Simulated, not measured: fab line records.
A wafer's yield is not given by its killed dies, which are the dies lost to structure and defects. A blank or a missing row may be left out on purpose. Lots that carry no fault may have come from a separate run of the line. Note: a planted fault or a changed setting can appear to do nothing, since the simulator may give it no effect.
fab line records	flow n5Finfet
[record] lots = 7	wafers = 21
route steps=1938 shown BEOL_M14@1729 MIM_TOP_LITHO@1843 TV_LITHO@1879 PASSIVATION@1930
startH: start of the lot's first displayed wafer, in hours after the record's first day	waitH: hours elapsed since this lot's preceding step	" identical to the entry in the row above	L1.1+2: one row covering several wafers at once	- value missing, or start not given	* or withheld: withheld	< > ~ a bound
route shown NAME@n: a module of which the file shows steps, and the number in the route of the first	usual: the fault-free wafers' mean and standard deviation	same: alike in all rows	chamber/n: place in a boat	sites: the reading at each site	_std_site: the values' standard deviation	_edge_site: outer sites' mean less inner sites'	radiusMm: how far each site lies from the wafer's centre	mask NAME#n: copy n	behind: the most recent tool/chamber to have shaped the wafer	hold: why the lot went on hold/how many hours it stayed there/how the hold came to an end	device: transistor that didn't switch, given as n, p or np	end of line: the route-end tests of the same wafers	a step with no rows: only its recipe	killed: dies lost to structure and defects at the first sort, not the wafer's yield	map: per-die view of a wafer (x killed, . not killed, _ where there is no die)
set.NAME: the setting that was run; set.NAME@STEP: the one run at that earlier step	model.NAME: the simulator's own value behind a step, which no gauge read
lots where settings were altered on purpose, with a table for each step and a row for each wafer
[[steps]]
[step N5_BEOL_M14_DESCUM_15]
[recipe] chemistry = O2	timeS = 7.9	sourcePowerW = 50	biasPowerW = 20	pressureMtorr = 20	rfFrequencyHz = 2.712e+07	tempC = 40	o2FlowSccm = 225
lot.wafer	tool	chamber	startH	waitH	set.timeS
L075.2	rieDiel-06	2	240.61	0.9	7.9
L075.3+5	"	1,0	"	"	7.366
L076.2+3+6	rieDiel-04	0,3,1	244.90	0.3	7.286
L080.2	rieDiel-06	0	282.84	0.0	7.9
L080.3+5	"	1	"	"	9.035
L082.3+4+6	rieDiel-06	3,1,3	297.28	0.0	7.9
L086.1+5	rieDiel-02	0,1	302.50	0.0	7.9
L086.4	"	2	"	"	7.026
L085.2+3	rieDiel-02	3,1	308.68	0.0	8.72
L085.4	"	2	"	"	7.9
L096.1+6	rieDiel-06	1,3	371.79	0.0	9.216
L096.4	"	3	"	"	7.9
[step N5_BEOL_M14_ETCH_59]
[recipe] chemistry = N2/H2	target = BARC	targetDepthA = 890	overetchA = 267	timeS = 67.9	ionEnergyEv = 200	pressureMtorr = 30	sourceW = 840	biasW = 150	n2FlowSccm = 200	h2FlowSccm = 200
[step N5_BEOL_M14_VIA_ETCH_16]
[recipe] chemistry = C4F8/O2/Ar	target = SiO2	heInnerTorr = 15	heOuterTorr = 30	targetDepthA = 12313	timeS = withheld	ionEnergyEv = 800	pressureMtorr = 20	sourceW = 1905	biasW = 2040	Ar_flow_sccm = 400	C4F8_flow_sccm = 16	O2_flow_sccm = 12	ends = cleared
lot.wafer	tool	chamber	startH	waitH	set.spinRpm@BEOL_M14_COAT_04	model.coat_of_BEOL_M14_COAT_04.thkNm
L075.2	rieDiel-06	2	240.69	0.0	1810	426.4
L075.3	"	1	"	"	1810	432
L075.5	"	0	"	"	1704	452.2
L076.2	rieDiel-04	0	244.99	0.0	1541	490
L076.3	"	3	"	"	1704	455.8
L076.6	"	1	"	"	1541	489.2
L080.2	rieDiel-06	0	282.93	0.0	1570	498.8
L080.3	"	1	"	"	1570	484
L080.5	"	1	"	"	1570	484.6
L082.3	rieDiel-06	3	297.36	0.0	1704	446
L082.4	"	1	"	"	1704	452.8
L082.6	"	3	"	"	1704	446.2
L086.1	rieDiel-02	0	302.59	0.0	1786	429.8
L086.4	"	2	"	"	1786	429
L086.5	"	1	"	"	1704	443.2
L085.2	rieDiel-02	3	308.77	0.0	1704	454.2
L085.3	"	1	"	"	1704	452.6
L085.4	"	2	"	"	1555	490.4
L096.1	rieDiel-06	1	371.88	0.0	1704	454.4
L096.4	"	3	"	"	1704	446.2
L096.6	"	3	"	"	1837	417.2
[step N5_BEOL_M14_TRENCH_ETCH_34]
[recipe] chemistry = C4F8/O2/Ar	target = SiO2	targetDepthA = 5566.5	maskMaterial = SOC	heInnerTorr = 15	heOuterTorr = 30	timeS = 126.9	ionEnergyEv = 800	pressureMtorr = 20	sourceW = 1905	biasW = 2040	Ar_flow_sccm = 400	C4F8_flow_sccm = 16	O2_flow_sccm = 12
lot.wafer	tool	chamber	startH	waitH	set.timeS	model.etch.depthNm
L075.2	rieDiel-06	0	242.38	0.0	126.9	560.6
L075.3	"	1	"	"	126.9	551.4
L075.5	"	1	"	"	126.9	548.5
L076.2	rieDiel-04	0	246.33	0.0	103.4	454.3
L076.3	"	1	"	"	103.4	449.9
L076.6	"	1	"	"	126.9	547.4
L080.2	rieDiel-06	1	284.48	0.0	126.9	550.3
L080.3	"	2	"	"	126.9	555.4
L080.5	"	1	"	"	126.9	548.8
L082.3	rieDiel-04	1	298.59	0.0	126.9	545.3
L082.4	"	0	"	"	126.9	553.7
L082.6	"	3	"	"	126.9	552.9
L086.1	rieDiel-04	0	303.94	0.0	153.4	675.1
L086.4	"	1	"	"	153.4	665.8
L086.5	"	1	"	"	126.9	546.4
L085.2	rieDiel-04	0	310.11	0.0	147	644.9
L085.3	"	1	"	"	126.9	543.4
L085.4	"	3	"	"	147	646.6
L096.1	rieDiel-06	3	373.41	0.0	126.9	565.4
L096.4	"	1	"	"	126.9	540.6
L096.6	"	3	"	"	126.9	576.3
[step N5_BEOL_M14_STRIP_70]
[recipe] chemistry = C4F8/O2/Ar	resist = SiARC	rfFrequencyHz = 6e+07
[step N5_BEOL_M14_OCD_MEAS_35]
[usual] trenchDepthNm = 560/9.7
lot.wafer	tool	chamber	startH	waitH	set.timeS@BEOL_M14_TRENCH_ETCH_34	trenchDepthNm
L075.2	ocd-01	-	242.53	0.0	126.9	561
L075.3	"	-	"	"	126.9	551
L075.5	"	-	"	"	126.9	548
L076.2	ocd-01	-	246.49	0.0	103.4	454
L076.3	"	-	"	"	103.4	450
L076.6	"	-	"	"	126.9	548
L080.2	ocd-01	-	284.64	0.0	126.9	550
L080.3	"	-	"	"	126.9	555
L080.5	"	-	"	"	126.9	549
L082.3	ocd-02	-	298.74	0.0	126.9	546
L082.4	"	-	"	"	126.9	554
L082.6	"	-	"	"	126.9	552
L086.1	ocd-02	-	304.09	0.0	153.4	675
L086.4	"	-	"	"	153.4	666
L086.5	"	-	"	"	126.9	547
L085.2	ocd-02	-	310.27	0.0	147	645
L085.3	"	-	"	"	126.9	544
L085.4	"	-	"	"	147	647
L096.1	ocd-02	-	373.57	0.0	126.9	565
L096.4	"	-	"	"	126.9	540
L096.6	"	-	"	"	126.9	577
[step N5_BEOL_M14_SPUTTER_43]
[recipe] material = TaN	targetThkA = 150	tempC = 50	biasV = 168.6	powerW = 15000	chamberPressurePa = 0.12	timeS = 24.19
lot.wafer	tool	chamber	startH	waitH	set.powerW	model.TaN_of_BEOL_M14_SPUTTER_43.thkNm
L075.2	pvdSputter-02	-	243.16	0.0	17000	16.8
L075.3	"	-	"	"	15000	14.8
L075.5	"	-	"	"	15000	15
L076.2+3	pvdSputter-03	-	248.12	0.0	15000	15
L076.6	"	-	"	"	17160	17.4
L080.2+5	pvdSputter-02	-	286.94	0.0	13650	13.8
L080.3	"	-	"	"	15000	15.2
L082.3+4+6	pvdSputter-02	-	299.44	0.0	15000	15
L086.1+5	pvdSputter-03	-	312.43	0.0	17640	17.6
L086.4	"	-	"	"	15000	15
L085.2	pvdSputter-01	-	315.16	0.0	14060	14.2
L085.3+4	"	-	"	"	15000	15
L096.1	pvdSputter-01	-	376.49	0.0	15820	15.6
L096.4	"	-	"	"	15000	15
L096.6	"	-	"	"	15000	14.8
[step N5_BEOL_M14_SPUTTER_44]
[recipe] material = Ta	targetThkA = 150	tempC = 50	biasV = 80	powerW = 15000	chamberPressurePa = 0.07	timeS = 24.19
[step N5_BEOL_M14_SPUTTER_45]
[recipe] material = Cu	targetThkA = 1000	tempC = -20	biasV = 60	powerW = 26000	chamberPressurePa = 0.13	timeS = 16.67
[step N5_BEOL_M14_ECD_47]
[recipe] material = Cu	targetThkA = 12480
[step N5_BEOL_M14_ANNEAL_48]
[recipe] tempC = 225	timeS = 90	ambient = N2
[step N5_BEOL_M14_CMP_49]
[recipe] stopOn = SiO2	tOverpolishS = 5.2	downForcePsi = 2	platenRpm = 80	clearingPlatenDownForcePsi = 2	clearingPlatenRpm = 80	postCmpClean = cuAlkaline	targetThkNm = 560	clearingPlatenPadVelocityMS = 1.5917	padVelocityMS = 1.5917
lot.wafer	tool	chamber	startH	waitH	set.timeS@BEOL_M14_TRENCH_ETCH_34	model.Cu_of_BEOL_M14_ECD_47.thkNm
L075.3	cmp-02	1	243.94	0.2	126.9	556.6
L075.2	"	0	"	"	126.9	562.6
L075.5	"	2	"	"	126.9	553.4
L076.2	cmp-04	2	248.93	0.2	103.4	456.8
L076.3	"	0	"	"	103.4	452.6
L076.6	"	2	"	"	126.9	548.4
L080.3	cmp-02	0	287.74	0.2	126.9	559.6
L080.2	"	1	"	"	126.9	555.2
L080.5	"	0	"	"	126.9	554.2
L082.3	cmp-03	2	300.47	0.3	126.9	549.4
L082.4	"	0	"	"	126.9	558
L082.6	"	2	"	"	126.9	557.2
L086.4	cmp-04	1	313.50	0.2	153.4	668
L086.1	"	2	"	"	153.4	675
L086.5	"	0	"	"	126.9	545.2
L085.4	cmp-03	0	316.15	0.1	147	649.6
L085.3	"	2	"	"	126.9	547.4
L085.2	"	3	"	"	147	649.2
L096.4	cmp-02	2	380.87	0.2	126.9	543.6
L096.1	"	0	"	"	126.9	566.4
L096.6	"	3	"	"	126.9	578.6
[step N5_BEOL_M14_THK_MEAS_50]
[recipe] thkMeasGauge = xrf	reads = Cu_of_BEOL_M14_ECD_47
[usual] M14_THK = 581/11
lot.wafer	tool	chamber	startH	waitH	set.timeS@BEOL_M14_TRENCH_ETCH_34	M14_THK[nm]
L075.2	filmMetro-01	-	244.24	-	126.9	580
L075.3	"	-	"	"	126.9	578
L075.5	"	-	"	"	126.9	574
L076.2	filmMetro-02	-	249.18	-	103.4	477
L076.3	"	-	"	"	103.4	473
L076.6	"	-	"	"	126.9	573
L080.2	filmMetro-02	-	288.00	-	126.9	567
L080.3	"	-	"	"	126.9	573
L080.5	"	-	"	"	126.9	568
L082.3	filmMetro-02	-	300.77	-	126.9	558
L082.4	"	-	"	"	126.9	570
L082.6	"	-	"	"	126.9	567
L086.1	filmMetro-02	-	313.76	-	153.4	698
L086.4	"	-	"	"	153.4	690
L086.5	"	-	"	"	126.9	558
L085.2	filmMetro-01	-	316.44	-	147	679
L085.3	"	-	"	"	126.9	570
L085.4	"	-	"	"	147	679
L096.1	filmMetro-01	-	381.17	-	126.9	590
L096.4	"	-	"	"	126.9	566
L096.6	"	-	"	"	126.9	602
[step N5_BEOL_M14_PRE_CLEAN_52]
[recipe] gas = NH3	timeS = 15	tempC = withheld	rfPowerW = 300
[step N5_BEOL_M14_DEP_53]
[recipe] material = SiCN	targetThkA = 500	tempC = withheld	precursor = 3MS/NH3	pressureTorr = 3	rfW = 675	timeS = 17.8
[step N5_BEOL_M14_RS_MEAS_54]
[recipe] thkMeasGauge = four-point-probe	reads = Cu_of_BEOL_M14_ECD_47+Ta_of_BEOL_M14_SPUTTER_44+TaN_of_BEOL_M14_SPUTTER_43
[usual] M14_RS = 0.0331/0.00059
lot.wafer	tool	chamber	startH	waitH	set.timeS@BEOL_M14_TRENCH_ETCH_34	M14_RS[ohm/sq]
L075.2	filmMetro-01	-	244.37	0.1	126.9	0.0330
L075.3	"	-	"	"	126.9	0.0334
L075.5	"	-	"	"	126.9	0.0336
L076.2	filmMetro-02	-	249.31	0.1	103.4	0.0410
L076.3	"	-	"	"	103.4	0.0414
L076.6	"	-	"	"	126.9	0.0340
L080.2	filmMetro-02	-	288.13	0.1	126.9	0.0335
L080.3	"	-	"	"	126.9	0.0333
L080.5	"	-	"	"	126.9	0.0335
L082.3	filmMetro-01	-	300.90	0.1	126.9	0.0339
L082.4	"	-	"	"	126.9	0.0334
L082.6	"	-	"	"	126.9	0.0334
L086.1	filmMetro-02	-	313.89	0.0	153.4	0.0274
L086.4	"	-	"	"	153.4	0.0277
L086.5	"	-	"	"	126.9	0.0342
L085.2	filmMetro-02	-	316.57	0.1	147	0.0286
L085.3	"	-	"	"	126.9	0.0340
L085.4	"	-	"	"	147	0.0286
L096.1	filmMetro-02	-	381.29	0.0	126.9	0.0329
L096.4	"	-	"	"	126.9	0.0342
L096.6	"	-	"	"	126.9	0.0322
[step N5_MIM_TOP_LITHO_EXPOSE_05]
[recipe] maskId = MIM_TOP	na = 0.55	sourceShape = conventional	sigmaOuter = 0.8	polarization = unpolarized	targetCdNm = 2000	doseMj = 20.5
lot.wafer	tool	chamber	startH	waitH	mask	set.doseMj
L075.2+5	krfScanner-02	0	254.77	-	MIM_TOP#0	20.09
L075.3	"	0	"	"	MIM_TOP#0	20.5
L076.2+6	krfScanner-01	0	258.28	-	MIM_TOP#0	21.39
L076.3	"	0	"	"	MIM_TOP#0	20.5
L080.2+5	krfScanner-02	0	295.94	-	MIM_TOP#0	21.6
L080.3	"	0	"	"	MIM_TOP#0	20.5
L082.3+4+6	krfScanner-01	0	315.13	-	MIM_TOP#0	20.5
L086.1+4+5	krfScanner-01	0	323.43	-	MIM_TOP#0	20.5
L085.2+4	krfScanner-01	0	326.56	-	MIM_TOP#0	19.16
L085.3	"	0	"	"	MIM_TOP#0	20.5
L096.1+6	krfScanner-02	0	392.03	-	MIM_TOP#0	20.5
L096.4	"	0	"	"	MIM_TOP#0	21.36
[step N5_MIM_TOP_LITHO_DEVELOP_07]
[recipe] developTimeS = 60	rinseLiquid = diw	dry = airSpin	devTempC = 21
lot.wafer	tool	chamber	startH	waitH	set.developTimeS
L075.2+3	lithoTrack-03	0	-	-	60
L075.5	"	0	"	"	67.95
L076.2	lithoTrack-04	0	-	-	52.26
L076.3+6	"	0	"	"	60
L080.2+3	lithoTrack-04	0	-	-	51.88
L080.5	"	0	"	"	60
L082.3+4+6	lithoTrack-03	0	-	-	60
L086.1	lithoTrack-04	0	-	-	60
L086.4+5	"	0	"	"	47.57
L085.2	lithoTrack-03	0	-	-	49.26
L085.3+4	"	0	"	"	60
L096.1	lithoTrack-03	0	-	-	60
L096.4+6	"	0	"	"	66.79
[step N5_MIM_TOP_LITHO_HARDBAKE_09]
[recipe] tempC = 130	timeS = 120
[step N5_MIM_TOP_LITHO_CD_MEAS_08]
[recipe] targetCdNm = 2000	landingEnergyEv = 500	detector = seInlens
[usual] cdNm = 2000.0/1.1
lot.wafer	tool	chamber	startH	waitH	set.doseMj@MIM_TOP_LITHO_EXPOSE_05	set.developTimeS@MIM_TOP_LITHO_DEVELOP_07	cdNm
L075.2	cdSem-03	0	254.94	-	20.09	60	2004.8
L075.3	"	0	"	"	20.5	60	2001.8
L075.5	"	0	"	"	20.09	67.95	2000.4
L076.2	cdSem-03	0	258.46	-	21.39	52.26	1996.1
L076.3	"	0	"	"	20.5	60	2000.2
L076.6	"	0	"	"	21.39	60	1993.5
L080.2	cdSem-01	0	296.11	-	21.6	51.88	1991.7
L080.3	"	0	"	"	20.5	51.88	2001.7
L080.5	"	0	"	"	21.6	60	1991.0
L082.3	cdSem-03	0	315.29	-	20.5	60	2000.6
L082.4	"	0	"	"	20.5	60	1998.8
L082.6	"	0	"	"	20.5	60	2000.6
L086.1	cdSem-03	0	323.60	-	20.5	60	2001.4
L086.4	"	0	"	"	20.5	47.57	2006.0
L086.5	"	0	"	"	20.5	47.57	2003.5
L085.2	cdSem-02	0	326.73	-	19.16	49.26	2015.4
L085.3	"	0	"	"	20.5	60	1998.6
L085.4	"	0	"	"	19.16	60	2012.0
L096.1	cdSem-03	0	392.20	-	20.5	60	1999.9
L096.4	"	0	"	"	21.36	66.79	1990.1
L096.6	"	0	"	"	20.5	66.79	1997.6
[step N5_MIM_TOP_LITHO_DESCUM_10]
[recipe] chemistry = O2	timeS = 7.9	sourcePowerW = 50	biasPowerW = 20	pressureMtorr = 20	rfFrequencyHz = 2.712e+07	tempC = 40	o2FlowSccm = 225
lot.wafer	tool	chamber	startH	waitH	set.doseMj@MIM_TOP_LITHO_EXPOSE_05	set.developTimeS@MIM_TOP_LITHO_DEVELOP_07	model.MIM_TOP_LITHO.cdNm
L075.2	rieDiel-02	0	255.12	0.1	20.09	60	2005
L075.3	"	2	"	"	20.5	60	2002
L075.5	"	2	"	"	20.09	67.95	2001
L076.2	rieDiel-06	0	258.54	0.0	21.39	52.26	1996
L076.3	"	2	"	"	20.5	60	2000
L076.6	"	2	"	"	21.39	60	1994
L080.2	rieDiel-02	1	296.20	0.0	21.6	51.88	1991
L080.3	"	2	"	"	20.5	51.88	2002
L080.5	"	0	"	"	21.6	60	1991
L082.3+6	rieDiel-06	1	315.86	0.5	20.5	60	2001
L082.4	"	2	"	"	20.5	60	1999
L086.1	rieDiel-04	3	323.69	0.0	20.5	60	2001
L086.4	"	0	"	"	20.5	47.57	2006
L086.5	"	3	"	"	20.5	47.57	2004
L085.2	rieDiel-04	2	326.82	0.0	19.16	49.26	2015
L085.3	"	0	"	"	20.5	60	1998
L085.4	"	0	"	"	19.16	60	2012
L096.1	rieDiel-06	3	392.29	0.0	20.5	60	-
L096.4	"	0	"	"	21.36	66.79	1990
L096.6	"	0	"	"	20.5	66.79	1998
[step N5_PASSIVATION_EXPOSE_07]
[recipe] maskId = TV	na = 0.55	sourceShape = conventional	sigmaOuter = 0.8	polarization = unpolarized	defocusNm = 0	targetCdNm = 3000	doseMj = 22.75
lot.wafer	tool	chamber	startH	waitH	mask	set.doseMj
L075.2+3+5	krfScanner-01	0	257.39	-	TV#0	22.75
L076.2+3+6	krfScanner-01	0	260.55	-	TV#0	22.75
L080.2+3	krfScanner-02	0	298.36	-	TV#0	22.75
L080.5	"	0	"	"	TV#0	21.55
L082.3+4+6	krfScanner-01	0	317.83	-	TV#0	22.75
L086.1+4+5	krfScanner-01	0	325.59	-	TV#0	22.75
L085.2+3	krfScanner-01	0	328.75	-	TV#0	21.35
L085.4	"	0	"	"	TV#0	22.75
L096.1+4+6	krfScanner-02	0	394.76	-	TV#0	22.75
[step N5_PASSIVATION_PEB_08]
[recipe] pebTempC = withheld	pebTimeS = *
[step N5_PASSIVATION_DEVELOP_09]
[recipe] developTimeS = 60	rinseLiquid = diw	dry = airSpin	devTempC = 21
[step N5_PASSIVATION_HARDBAKE_11]
[recipe] tempC = 130	timeS = 120
[step N5_PASSIVATION_CD_MEAS_10]
[recipe] targetCdNm = 3000	landingEnergyEv = 500	detector = seInlens
[usual] cdNm = 2999.9/1.7
lot.wafer	tool	chamber	startH	waitH	set.doseMj@PASSIVATION_EXPOSE_07	cdNm
L075.2	cdSem-01	0	257.56	-	22.75	3001.7
L075.3	"	0	"	"	22.75	3003.9
L075.5	"	0	"	"	22.75	3003.6
L076.2	cdSem-03	0	260.72	-	22.75	3003.3
L076.3	"	0	"	"	22.75	3000.8
L076.6	"	0	"	"	22.75	2999.5
L080.2	cdSem-03	0	298.53	-	22.75	3000.1
L080.3	"	0	"	"	22.75	3002.5
L080.5	"	0	"	"	21.55	2990.0
L082.3	cdSem-02	0	317.99	-	22.75	3000.3
L082.4	"	0	"	"	22.75	3002.1
L082.6	"	0	"	"	22.75	3002.2
L086.1	cdSem-03	0	325.76	-	22.75	3000.6
L086.4	"	0	"	"	22.75	3000.3
L086.5	"	0	"	"	22.75	3000.1
L085.2	cdSem-02	0	328.93	-	21.35	2986.4
L085.3	"	0	"	"	21.35	2985.2
L085.4	"	0	"	"	22.75	3000.8
L096.1	cdSem-03	0	394.94	-	22.75	2997.6
L096.4	"	0	"	"	22.75	2998.4
L096.6	"	0	"	"	22.75	2996.5
[step N5_PASSIVATION_ETCH_54]
[recipe] chemistry = CHF3/O2	target = SiO2	targetDepthA = 8800	CHF3_flow_sccm = 50	O2_flow_sccm = 5	Ar_flow_sccm = 200	timeS = 440	maskMaterial = PR	pressureMtorr = 30	sourceW = 650	biasW = 170	ionEnergyEv = 200
[usual] rfVppV = 522/5.1
lot.wafer	tool	chamber	startH	waitH	set.biasW	rfVppV
L075.2	rieDiel-02	3	263.23	0.1	170	531
L075.3	"	0	"	"	170	523
L075.5	"	3	"	"	170	530
L076.2	rieDiel-06	0	265.13	0.1	153.7	479
L076.3	"	2	"	"	170	522
L076.6	"	1	"	"	170	525
L080.2	rieDiel-06	1	303.35	0.1	170	524
L080.3	"	3	"	"	170	518
L080.5	"	2	"	"	156.8	488
L082.3	rieDiel-04	2	321.86	0.1	170	523
L082.4	"	1	"	"	170	518
L082.6	"	1	"	"	170	516
L086.1	rieDiel-02	1	329.73	0.1	170	513
L086.4	"	3	"	"	170	530
L086.5	"	2	"	"	161.1	496
L085.2	rieDiel-02	0	333.87	0.1	170	524
L085.3	"	2	"	"	170	518
L085.4	"	3	"	"	170	529
L096.1	rieDiel-06	3	399.27	0.1	170	517
L096.4	"	0	"	"	170	518
L096.6	"	2	"	"	170	522
[[key]]
[split] step = N5_BEOL_M14_DESCUM_15	setting = timeS	stated = 7.9	by = wafer
response none clear
[split] step = N5_BEOL_M14_TRENCH_ETCH_34	setting = timeS	stated = 126.9	by = wafer
[response] step = N5_BEOL_M14_TRENCH_ETCH_34	reading = model.etch.depthNm	change = +5.8	per = 1%	r = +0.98
[response] step = N5_BEOL_M14_OCD_MEAS_35	reading = trenchDepthNm	change = +5.8	per = 1%	r = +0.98
[response] step = N5_BEOL_M14_CMP_49	reading = model.Cu_of_BEOL_M14_ECD_47.thkNm	change = +5.81	per = 1%	r = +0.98
[response] step = N5_BEOL_M14_THK_MEAS_50	reading = M14_THK	change = +6.19	per = 1%	r = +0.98
[response] step = N5_BEOL_M14_RS_MEAS_54	reading = M14_RS	change = -0.000348	per = 1%	r = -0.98
[split] step = N5_BEOL_M14_SPUTTER_43	setting = powerW	stated = 15000	by = wafer
[response] step = N5_BEOL_M14_SPUTTER_43	reading = model.TaN_of_BEOL_M14_SPUTTER_43.thkNm	change = +0.15	per = 1%	r = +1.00
[split] step = N5_MIM_TOP_LITHO_EXPOSE_05	setting = doseMj	stated = 20.5	by = wafer
[response] step = N5_MIM_TOP_LITHO_CD_MEAS_08	reading = cdNm	change = -1.92	per = 1%	r = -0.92
[response] step = N5_MIM_TOP_LITHO_DESCUM_10	reading = model.MIM_TOP_LITHO.cdNm	change = -1.91	per = 1%	r = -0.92
[split] step = N5_MIM_TOP_LITHO_DEVELOP_07	setting = developTimeS	stated = 60	by = wafer
[response] step = N5_MIM_TOP_LITHO_CD_MEAS_08	reading = cdNm	slope = -0.204	per = 1%	togetherWith = doseMj@MIM_TOP_LITHO_EXPOSE_05	explained = 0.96
[response] step = N5_MIM_TOP_LITHO_DESCUM_10	reading = model.MIM_TOP_LITHO.cdNm	slope = -0.2	per = 1%	togetherWith = doseMj@MIM_TOP_LITHO_EXPOSE_05	explained = 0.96
[split] step = N5_PASSIVATION_EXPOSE_07	setting = doseMj	stated = 22.75	by = wafer
[response] step = N5_PASSIVATION_CD_MEAS_10	reading = cdNm	change = +2.31	per = 1%	r = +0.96
[split] step = N5_PASSIVATION_ETCH_54	setting = biasW	stated = 170	by = wafer
[response] step = N5_PASSIVATION_ETCH_54	reading = rfVppV	change = +4.55	per = 1%	r = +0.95
split outsideThisFile step=N5_BEOL_M14_COAT_04 setting=spinRpm
// split outsideThisFile: this setting was split too, and the file shows its column; the key of that split is in another file
